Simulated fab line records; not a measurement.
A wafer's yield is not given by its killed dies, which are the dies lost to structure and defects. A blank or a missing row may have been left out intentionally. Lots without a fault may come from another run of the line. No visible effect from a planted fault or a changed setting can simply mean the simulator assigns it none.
Chamber matching | flow n5_finfet | N5_BEOL_M10_CURE_72 on uv_cure-03 has 3 sister chambers
The step cures SiCOH lowk, time 120 s. 3 wafers are shown with their chamber, then 6 later ones without.

## WAFERS PAIRED WITH THEIR CHAMBERS
wafer  | chamber | wafer_temp_C_max
L078.4 | 0       | 370.5
L090.5 | 2       | 372.0
L092.4 | 1       | 372.7

## WAFERS WHOSE CHAMBER IS MISSING
wafer  | wafer_temp_C_max
L095.2 | 372.5
L095.5 | 371.7
L095.6 | 371.8
L096.4 | 374.5
L096.5 | 372.8
L096.6 | 373.4

## WHICH CHAMBER EACH ONE RAN IN
wafer  | from the rows above          | in truth
L095.2 | can't be placed: 1 or 2      | 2
L095.5 | can't be placed: 2 or 1 or 0 | 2
L095.6 | can't be placed: 2 or 1 or 0 | 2
L096.4 | can't be placed: 1 or 2      | 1
L096.5 | can't be placed: 1 or 2      | 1
L096.6 | can't be placed: 1 or 2      | 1
Correctly placed: 0 of 6. From these rows, 6 cannot be placed; in 6 the true chamber is one of the candidates. Placed wrongly: 0.
How it was worked out, from the rows above alone: a wafer's distance from a chamber is the root of the sum, over the readings, of the square of ((its reading less the chamber's mean) divided by the reading's scatter). The wafer belongs to the nearest chamber; if the next one is less than 2 further off, it can't be placed. Each chamber's mean is taken over the wafers shown for it. The scatter: root of mean squared gap, hidden wafer to nearest shown wafer, with one shown wafer a chamber.
